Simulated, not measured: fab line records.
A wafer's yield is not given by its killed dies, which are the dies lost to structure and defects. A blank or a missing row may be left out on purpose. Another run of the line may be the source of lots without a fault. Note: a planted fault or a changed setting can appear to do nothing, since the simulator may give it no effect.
fab line records ; flow n5_finfet ; part 2 of 2: steps 22 to 33 of 33
record lots=5; wafers=15; last_day=16
route steps=1938 shown BEOL_M2@843
lots untouched by any fault: they come from a run of this same line in which no faults occurred
start_h: hours from the record's opening day to when the first of the lot's shown wafers began ; wait_h: hours since the lot's step before ; " repeats the value in the row above ; L1.1+2: one row covering several wafers at once ; - no value, or no start was given ; * or withheld: withheld ; < > ~ a bound
route shown NAME@n: names a module that has steps shown in the file, with the first one's number in the route ; usual: average and standard deviation across the fault-free wafers ; same: alike in all rows ; chamber/n: place in a boat ; sites: readings site by site ; _std_site: standard deviation across them ; _edge_site: the outer-site mean with the inner-site mean subtracted ; radius_mm: for every site, how far away it sits from the centre of the wafer ; mask NAME#n: copy n ; behind: the most recent tool/chamber to have shaped the wafer ; hold: what put the lot on hold/how long, in hours/how the hold closed ; device: the transistor (n, p or np) that didn't switch ; end of line: at the end of the route, the tests of the same wafers ; a step without rows: its recipe alone ; killed: not the wafer's yield, but the dies lost to structure and defects at the first sort ; map: dies across one wafer; x = killed, . = not, _ = none there
set.NAME: the run value of the setting; set.NAME@STEP: its run value at that earlier step ; model.NAME: the simulator's own value behind a step, which no gauge read
lots at some steps of the route; a table a step, a row a wafer
services: when a tool's chamber went out of use (start_h, in hours from the record's first day, below 0 if earlier), for how many hours, and the reason
## steps
# step N5_BEOL_M2_HM_OPEN_17
# recipe chemistry=Cl2/BCl3; target_depth_a=200; overetch_a=60; target=TiN; mask_material=SOC; ion_energy_ev=150; pressure_mtorr=10; icp_w=1000; bias_w=126; Cl2_flow_sccm=53.25; bcl3_flow_sccm=21.75; Ar_flow_sccm=25
# usual drypump_motor_current_A=5.5/0.36; oes_product_au=0.62/0.084; throttle_valve_pct=22.1/0.34
lot.wafer;tool;chamber;start_h;wait_h;drypump_motor_current_A;oes_product_au;rf_hours_counter_h;throttle_valve_pct
L076.4;rie_metal-03;0;138.78;0.1;5.6;0.53;-;22.3
L076.5;rie_metal-03;1;138.78;0.1;6.0;0.68;-;21.5
L076.6;rie_metal-03;0;138.78;0.1;5.6;0.52;-;22.3
L077.1;rie_metal-03;1;146.54;0.0;5.9;0.68;37;21.5
L077.2;rie_metal-03;0;146.54;0.0;5.6;0.52;117;22.3
L077.6;rie_metal-03;0;146.54;0.0;5.6;0.52;-;22.3
L080.1;rie_metal-03;1;170.70;0.0;6.0;0.66;39;21.6
L080.5;rie_metal-03;0;170.70;0.0;5.6;0.51;-;22.3
L080.6;rie_metal-03;1;170.70;0.0;6.0;0.66;-;21.5
L081.2;rie_metal-02;1;175.81;0.0;5.0;0.71;21;22.4
L081.4;rie_metal-02;0;175.81;0.0;5.3;0.57;-;22.2
L081.5;rie_metal-02;1;175.81;0.0;5.0;0.71;-;22.4
L089.1;rie_metal-03;1;222.08;0.0;6.0;0.66;44;21.6
L089.3;rie_metal-03;1;222.08;0.0;6.0;0.66;-;21.5
L089.4;rie_metal-03;0;222.08;0.0;5.6;0.51;-;22.3
# step N5_BEOL_M2_STRIP_19
# recipe chemistry=O2; power_w=400; temp_c=40; pressure_mtorr=30; rf_frequency_hz=6e+07; bias_power_w=0; overash_fraction=0.2; o2_flow_sccm=225
# usual drypump_motor_current_A=5.6/0.44; oes_product_au=0.82/0.085; rf_vpp_V=3.7/0.5; showerhead_plenum_p_Torr=2.10/0.064; throttle_valve_pct=16.47/0.25
lot.wafer;tool;chamber;start_h;wait_h;drypump_motor_current_A;oes_product_au;rf_hours_counter_h;rf_vpp_V;showerhead_plenum_p_Torr;throttle_valve_pct
L076.4;rie_diel-04;2;138.86;0.1;4.9;0.86;37;4.5;2.14;16.30
L076.5;rie_diel-04;3;138.86;0.1;5.6;0.69;-;3.6;2.16;16.91
L076.6;rie_diel-04;0;138.86;0.1;5.9;0.68;-;3.5;2.06;16.95
L077.1;rie_diel-04;0;146.65;0.1;5.9;0.68;243;4.3;2.06;16.95
L077.2;rie_diel-04;1;146.65;0.1;5.2;0.93;10;3.2;2.25;16.42
L077.6;rie_diel-04;1;146.65;0.1;5.1;0.93;-;4.3;2.25;16.41
L080.1;rie_diel-02;0;170.82;0.1;6.2;0.92;14;3.1;2.02;16.59
L080.5;rie_diel-02;0;170.82;0.1;6.2;0.93;-;2.9;2.02;16.58
L080.6;rie_diel-02;3;170.82;0.1;6.1;0.72;-;3.3;2.07;16.84
L081.2;rie_diel-02;3;175.97;0.1;6.1;0.73;196;3.9;2.07;16.83
L081.4;rie_diel-02;1;175.97;0.1;5.4;0.81;77;4.4;2.04;16.24
L081.5;rie_diel-02;2;175.97;0.1;6.1;0.88;-;3.1;2.06;16.16
L089.1;rie_diel-02;0;222.19;0.1;6.3;0.88;33;3.1;2.01;16.62
L089.3;rie_diel-02;3;222.19;0.1;6.1;0.71;213;3.2;2.07;16.86
L089.4;rie_diel-02;1;222.19;0.1;5.4;0.79;-;3.7;2.04;16.29
# step N5_BEOL_M2_CD_MEAS_18
# recipe pitch_nm=36; target_cd_nm=18
# usual cd_nm=18.0/0.4
lot.wafer;tool;chamber;start_h;wait_h;cd_nm
L076.4;cd_sem-02;-;138.93;0.1;17.7
L076.5;cd_sem-02;-;138.93;0.1;18.4
L076.6;cd_sem-02;-;138.93;0.1;18.0
L077.1;cd_sem-02;-;146.72;0.0;18.3
L077.2;cd_sem-02;-;146.72;0.0;18.4
L077.6;cd_sem-02;-;146.72;0.0;18.4
L080.1;cd_sem-03;-;170.89;0.0;17.1
L080.5;cd_sem-03;-;170.89;0.0;18.1
L080.6;cd_sem-03;-;170.89;0.0;18.1
L081.2;cd_sem-03;-;176.04;0.1;17.4
L081.4;cd_sem-03;-;176.04;0.1;18.8
L081.5;cd_sem-03;-;176.04;0.1;17.2
L089.1;cd_sem-01;-;222.26;0.0;18.9
L089.3;cd_sem-01;-;222.26;0.0;18.5
L089.4;cd_sem-01;-;222.26;0.0;18.6
# step N5_BEOL_M2_COAT_67
# recipe resist=SOC; temp_c=250; time_s=60; spin_rpm=1500; resist_thk_nm=60
# usual dispense_pressure_kPa=51.0/2.6
lot.wafer;tool;chamber;start_h;wait_h;dispense_pressure_kPa
L076.4;litho_track-03;0;138.97;0.0;53.0
L076.5;litho_track-03;0;138.97;0.0;52.9
L076.6;litho_track-03;0;138.97;0.0;53.0
L077.1;litho_track-01;0;146.76;0.0;47.6
L077.2;litho_track-01;0;146.76;0.0;47.6
L077.6;litho_track-01;0;146.76;0.0;47.6
L080.1;litho_track-01;0;170.92;0.0;47.6
L080.5;litho_track-01;0;170.92;0.0;47.6
L080.6;litho_track-01;0;170.92;0.0;47.6
L081.2;litho_track-01;0;176.07;0.0;47.6
L081.4;litho_track-01;0;176.07;0.0;47.6
L081.5;litho_track-01;0;176.07;0.0;47.6
L089.1;litho_track-03;0;222.29;0.0;53.0
L089.3;litho_track-03;0;222.29;0.0;53.0
L089.4;litho_track-03;0;222.29;0.0;52.9
# step N5_BEOL_M2_COAT_68
# recipe resist=SiARC; temp_c=220; time_s=60; spin_rpm=1500; resist_thk_nm=12
# usual dispense_pressure_kPa=51.0/2.6
lot.wafer;tool;chamber;start_h;wait_h;dispense_pressure_kPa
L076.4;litho_track-03;0;-;-;53.0
L076.5;litho_track-03;0;-;-;53.0
L076.6;litho_track-03;0;-;-;53.0
L077.1;litho_track-01;0;-;-;47.6
L077.2;litho_track-01;0;-;-;47.7
L077.6;litho_track-01;0;-;-;47.6
L080.1;litho_track-01;0;-;-;47.6
L080.5;litho_track-01;0;-;-;47.5
L080.6;litho_track-01;0;-;-;47.6
L081.2;litho_track-01;0;-;-;47.6
L081.4;litho_track-01;0;-;-;47.6
L081.5;litho_track-01;0;-;-;47.7
L089.1;litho_track-03;0;-;-;52.9
L089.3;litho_track-03;0;-;-;53.0
L089.4;litho_track-03;0;-;-;53.0
# step N5_BEOL_M2_COAT_76
# recipe resist=underlayer; temp_c=205; time_s=60; spin_rpm=1500; resist_thk_nm=5
# usual dispense_pressure_kPa=51.0/2.6
lot.wafer;tool;chamber;start_h;wait_h;dispense_pressure_kPa
L076.4;litho_track-03;0;-;-;53.1
L076.5;litho_track-03;0;-;-;53.0
L076.6;litho_track-03;0;-;-;53.0
L077.1;litho_track-01;0;-;-;47.6
L077.2;litho_track-01;0;-;-;47.6
L077.6;litho_track-01;0;-;-;47.6
L080.1;litho_track-01;0;-;-;47.7
L080.5;litho_track-01;0;-;-;47.6
L080.6;litho_track-01;0;-;-;47.6
L081.2;litho_track-01;0;-;-;47.6
L081.4;litho_track-01;0;-;-;47.6
L081.5;litho_track-01;0;-;-;47.6
L089.1;litho_track-03;0;-;-;52.9
L089.3;litho_track-03;0;-;-;52.9
L089.4;litho_track-03;0;-;-;52.9
# step N5_BEOL_M2_COAT_22
# recipe resist=CAR-EUV; spin_rpm=1500; resist_thk_nm=30
# usual dispense_pressure_kPa=51.0/2.6
lot.wafer;tool;chamber;start_h;wait_h;dispense_pressure_kPa
L076.4;litho_track-03;0;-;-;53.0
L076.5;litho_track-03;0;-;-;53.0
L076.6;litho_track-03;0;-;-;53.0
L077.1;litho_track-01;0;-;-;47.5
L077.2;litho_track-01;0;-;-;47.5
L077.6;litho_track-01;0;-;-;47.5
L080.1;litho_track-01;0;-;-;47.6
L080.5;litho_track-01;0;-;-;47.6
L080.6;litho_track-01;0;-;-;47.6
L081.2;litho_track-01;0;-;-;47.6
L081.4;litho_track-01;0;-;-;47.6
L081.5;litho_track-01;0;-;-;47.6
L089.1;litho_track-03;0;-;-;52.9
L089.3;litho_track-03;0;-;-;52.9
L089.4;litho_track-03;0;-;-;52.9
# step N5_BEOL_M2_EBR_24
# recipe solvent=PGMEA; ebr_width_mm=1.5
lot.wafer;tool;chamber;start_h;wait_h
L076.4+5+6;litho_track-03;0;-;-
L077.1+2+6;litho_track-01;0;-;-
L080.1+5+6;litho_track-01;0;-;-
L081.2+4+5;litho_track-01;0;-;-
L089.1+3+4;litho_track-03;0;-;-
# step N5_BEOL_M2_SOFTBAKE_23
# recipe temp_c=110; time_s=60; resist=CAR-EUV
lot.wafer;tool;chamber;start_h;wait_h
L076.4+5+6;litho_track-03;0;-;-
L077.1+2+6;litho_track-01;0;-;-
L080.1+5+6;litho_track-01;0;-;-
L081.2+4+5;litho_track-01;0;-;-
L089.1+3+4;litho_track-03;0;-;-
# step N5_BEOL_M2_EXPOSE_25
# recipe mask_id=V1; na=0.33; source_shape=quasar; sigma_inner=0.2; sigma_outer=0.8; polarization=unpolarized; defocus_nm=5; dose_mj=63
lot.wafer;tool;chamber;start_h;wait_h;mask
L076.4+5+6;euv_scanner-02;0;139.26;-;V1#0
L077.1+2+6;euv_scanner-01;0;147.02;-;V1#0
L080.1+5+6;euv_scanner-02;0;171.06;-;V1#0
L081.2+4+5;euv_scanner-02;0;176.22;-;V1#0
L089.1+3+4;euv_scanner-02;0;222.43;-;V1#0
# step N5_BEOL_M2_PEB_26
# recipe peb_temp_c=100; peb_time_s=60; resist=CAR-EUV
# same peb_time_s=60
lot.wafer;tool;chamber;start_h;wait_h
L076.4+5+6;litho_track-03;0;139.31;0.0
L077.1+2+6;litho_track-01;0;147.10;0.1
L080.1+5+6;litho_track-01;0;171.14;0.1
L081.2+4+5;litho_track-01;0;176.29;0.1
L089.1+3+4;litho_track-03;0;222.51;0.1
# step N5_BEOL_M2_DEVELOP_27
# recipe develop_time_s=30; developer=TMAH; resist=CAR-EUV; rinse_liquid=surfactant_rinse; dry=air_spin; dev_temp_c=23
lot.wafer;tool;chamber;start_h;wait_h
L076.4+5+6;litho_track-03;0;-;-
L077.1+2+6;litho_track-01;0;-;-
L080.1+5+6;litho_track-01;0;-;-
L081.2+4+5;litho_track-01;0;-;-
L089.1+3+4;litho_track-03;0;-;-
## services
tool;chamber;start_h;hours;kind
pecvd-04;2;115.95;6.9;repair
euv_scanner-02;-;141.43;5.8;pm
euv_scanner-02;-;152.38;0.7;repair
euv_scanner-02;-;155.55;1.0;pm
euv_scanner-01;-;159.26;1.0;pm
euv_scanner-01;-;165.12;4.6;pm
rie_diel-04;0;165.14;-;clean
rie_diel-04;0;165.14;-;consumable_replace:focus_ring
rie_diel-04;0;165.14;17.2;scheduled_down
rie_diel-04;0;165.14;17.2;vent_cycle
pecvd-04;-;170.44;0.4;repair
rie_diel-04;1;173.76;7.8;repair
pvd_sputter-02;-;174.82;1.6;repair
euv_scanner-01;-;180.84;12.0;pm
rie_diel-04;3;182.36;-;clean
rie_diel-04;3;182.36;-;consumable_replace:focus_ring
rie_diel-04;3;182.36;21.1;scheduled_down
pecvd-03;1;184.02;19.0;repair
pecvd-04;-;190.11;0.7;repair
euv_scanner-02;-;193.38;1.8;repair
pecvd-04;2;206.38;3.8;repair
euv_scanner-02;-;211.70;1.0;pm
euv_scanner-01;-;215.41;1.0;pm
rie_diel-02;2;220.06;5.1;repair
